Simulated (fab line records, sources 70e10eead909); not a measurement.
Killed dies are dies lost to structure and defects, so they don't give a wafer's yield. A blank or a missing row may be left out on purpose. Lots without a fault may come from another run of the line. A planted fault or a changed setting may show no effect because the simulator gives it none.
Which tool did it? | flow nand_harc | 13 lots, 39 wafers sampled, at 6 steps of a route of 1302

WHAT THE GAUGES READ, wafer by wafer
NHARC_P_BONDPAD_THK_MEAS_20: measures by xrf.
lot  | measured     | on            | thk_nm (nm)
L556 | day 6 23:39  | film_metro-02 | 158.3 158.7 161.7
L557 | day 7 05:22  | film_metro-02 | 161.5 162.2 162.9
L558 | day 7 10:09  | film_metro-02 | 160.9 159.6 161.0
L560 | day 8 11:31  | film_metro-02 | 159.2 159.9 158.9
L562 | day 9 07:59  | film_metro-02 | 160.5 162.3 161.7
L568 | day 11 20:12 | film_metro-01 | 161.4 160.7 159.4
L570 | day 12 18:19 | film_metro-02 | 161.4 162.3 160.0
L574 | day 14 06:50 | film_metro-01 | 158.6 159.6 160.5
L575 | day 14 10:33 | film_metro-01 | 163.1 163.0 161.6
L576 | day 15 00:56 | film_metro-02 | 160.6 161.2 160.3
L577 | day 15 12:03 | film_metro-01 | 163.7 162.7 163.9
L578 | day 15 16:24 | film_metro-02 | 162.4 161.9 157.8
L579 | day 16 08:14 | film_metro-02 | 159.8 161.0 159.1

NHARC_A_SOURCE_PLATE_INSPECT_08.
lot  | measured     | on                | raw_defect_count
L556 | day 8 00:22  | defect_inspect-01 | 45 45 35
L557 | day 8 03:59  | defect_inspect-01 | 77 63 51
L558 | day 8 09:52  | defect_inspect-01 | 29 51 29
L560 | day 9 10:49  | defect_inspect-01 | 97 111 95
L562 | day 10 11:55 | defect_inspect-01 | 91 59 128
L568 | day 12 19:46 | defect_inspect-02 | 495 493 479
L570 | day 13 18:57 | defect_inspect-02 | 487 466 457
L574 | day 15 06:09 | defect_inspect-02 | 56 36 86
L575 | day 15 09:37 | defect_inspect-02 | 33 39 31
L576 | day 16 01:34 | defect_inspect-02 | 67 47 72
L577 | day 16 10:29 | defect_inspect-01 | 35 53 58
L578 | day 16 16:23 | defect_inspect-02 | 56 41 56
L579 | day 17 07:25 | defect_inspect-01 | 45 28 35

NHARC_A_ONON_D1_THK_MEAS_18: measures by ellipsometry.
lot  | measured     | on            | thk_nm (nm)
L556 | day 8 14:28  | film_metro-01 | 1002 1003 1003
L557 | day 8 14:28  | film_metro-02 | 999 1000 999
L558 | day 9 00:09  | film_metro-02 | 979 978 979
L560 | day 9 23:45  | film_metro-01 | 989 989 989
L562 | day 10 23:19 | film_metro-02 | 1010 1011 1009
L568 | day 13 06:20 | film_metro-02 | 992 990 991
L570 | day 14 05:28 | film_metro-01 | 989 990 989
L574 | day 15 16:47 | film_metro-02 | 977 978 977
L575 | day 15 20:18 | film_metro-01 | 998 1000 999
L576 | day 16 12:01 | film_metro-02 | 1007 1008 1005
L577 | day 16 21:23 | film_metro-01 | 995 994 993
L578 | day 17 03:31 | film_metro-01 | 996 994 995
L579 | day 17 21:04 | film_metro-02 | 1011 1011 1011

NHARC_END_SORT_01.
lot  | measured     | on        | killed_at_array | killed_at_other | killed_at_periphery | killed_dies | killed_open | killed_short
L568 | day 29 18:56 | prober-01 | 88 117 121      | 3 1 3           | 5 8 8               | 96 126 132  | 2 2 3       | 1 3 2
L570 | day 30 19:53 | prober-02 | 108 134 99      | 0 0 2           | 5 4 4               | 113 138 105 | 6 6 6       | 4 3 1

WHICH TOOL RAN EACH LOT (tool, then ch and the chambers of the sampled wafers, then the start)
lot  | NHARC_P_BONDPAD_STRIP_15           | NHARC_A_SOURCE_PLATE_PRECLEAN_00
L556 | rie_diel-08 ch 2,3, day 6 21:42    | wet_bench-02 ch 2,4,7, day 7 02:41
L557 | rie_diel-12 ch 0,1,2, day 7 03:23  | wet_bench-02 ch 3,4,5, day 7 08:33
L558 | rie_diel-12 ch 0,3, day 7 08:12    | wet_bench-06 ch 0,3,5, day 7 13:27
L560 | rie_diel-12 ch 0,2,3, day 8 09:35  | wet_bench-04 ch 1,3,6, day 8 14:26
L562 | rie_diel-05 ch 0,2,3, day 9 06:01  | wet_bench-06 ch 1,2,6, day 9 11:04
L568 | rie_diel-08 ch 0,1, day 11 18:14   | wet_bench-04 ch 0,3,4, day 11 23:14
L570 | rie_diel-05 ch 2,3, day 12 16:22   | wet_bench-04 ch 2,6,7, day 12 21:13
L574 | rie_diel-08 ch 0,1,3, day 14 04:53 | wet_bench-02 ch 0,5,6, day 14 09:44
L575 | rie_diel-05 ch 0,2,3, day 14 08:34 | wet_bench-02 ch 0,2,3, day 14 13:41
L576 | rie_diel-05 ch 0,2, day 14 23:00   | wet_bench-02 ch 1,2,5, day 15 03:58
L577 | rie_diel-08 ch 1,2,3, day 15 09:43 | wet_bench-04 ch 1,4,6, day 15 15:08
L578 | rie_diel-05 ch 0,1,2, day 15 14:26 | wet_bench-06 ch 3,4,5, day 15 19:19
L579 | rie_diel-05 ch 1,3, day 16 06:17   | wet_bench-04 ch 4,5,7, day 16 11:12
- NHARC_P_BONDPAD_STRIP_15: strips in O2.
- NHARC_A_SOURCE_PLATE_PRECLEAN_00: cleans in HF-LAST, time 60 s.

WHAT THE TOOLS THEMSELVES READ (means of the sampled wafers that have a number; where no wafer has one, the mark that the record gives instead)
NHARC_P_BONDPAD_STRIP_15.
lot  | tool        | drypump_motor_current_A (A) | oes_product_au (a.u.) | rf_vpp_V (V) | showerhead_plenum_p_Torr (Torr) | throttle_valve_pct (%)
L556 | rie_diel-08 | 5.5                         | 0.991                 | 57.7         | 3.59                            | 17.033
L557 | rie_diel-12 | 5.5                         | 1.002                 | 57.9         | 3.43                            | 17.048
L558 | rie_diel-12 | 5.3                         | 1.004                 | 56.8         | 3.38                            | 17.042
L560 | rie_diel-12 | 5.4                         | 0.997                 | 57.7         | 3.43                            | 17.038
L562 | rie_diel-05 | 5.8                         | 0.994                 | 57.1         | 3.43                            | 17.028
L568 | rie_diel-08 | 6.2                         | 0.990                 | 57.9         | 3.48                            | 17.028
L570 | rie_diel-05 | 6.1                         | 1.001                 | 58.4         | 3.51                            | 17.030
L574 | rie_diel-08 | 6.2                         | 0.989                 | 57.0         | 3.55                            | 17.042
L575 | rie_diel-05 | 5.9                         | 1.003                 | 57.2         | 3.42                            | 17.034
L576 | rie_diel-05 | 5.7                         | 1.000                 | 57.5         | 3.40                            | 17.031
L577 | rie_diel-08 | 5.8                         | 0.989                 | 58.6         | 3.54                            | 17.033
L578 | rie_diel-05 | 5.7                         | 1.011                 | 57.8         | 3.47                            | 17.036
L579 | rie_diel-05 | 5.9                         | 0.992                 | 58.7         | 3.42                            | 17.031

THE ANSWER, worked out from the rows above alone
Rule: what is usual is taken from the lots themselves. Put in order of their means at a reading, lots are off if they are a third of the lots or fewer, leave a main group of 4 or more, and stand apart from it by a gap of 3 or more times the standard deviation of the main group's means; of several such gaps the widest counts. A main group whose means are all the same, to the digits that the tables above print for the reading, isn't used. A lot without any number at a reading at which 4 lots or more have one is off too. The other lots that the step has rows for count as sound. The gauges are gone through in route order, then the tools' own readings, and for those a lot's mean is taken as printed above. The first step at which some lot is off is used, and at that step the reading that is off furthest; a lot without a number counts as furthest.
Off: L568, L570, at NHARC_A_SOURCE_PLATE_INSPECT_08 (raw_defect_count). The main group: mean 57, standard deviation 21.
A tool fits if, at a process step before that reading, it ran every lot that is off, and no sound lot after the first of them. The gauges at NHARC_A_SOURCE_PLATE_INSPECT_08 are tried like those tools. None of those tried fits.

WHAT THE SIMULATOR HAD PUT IN
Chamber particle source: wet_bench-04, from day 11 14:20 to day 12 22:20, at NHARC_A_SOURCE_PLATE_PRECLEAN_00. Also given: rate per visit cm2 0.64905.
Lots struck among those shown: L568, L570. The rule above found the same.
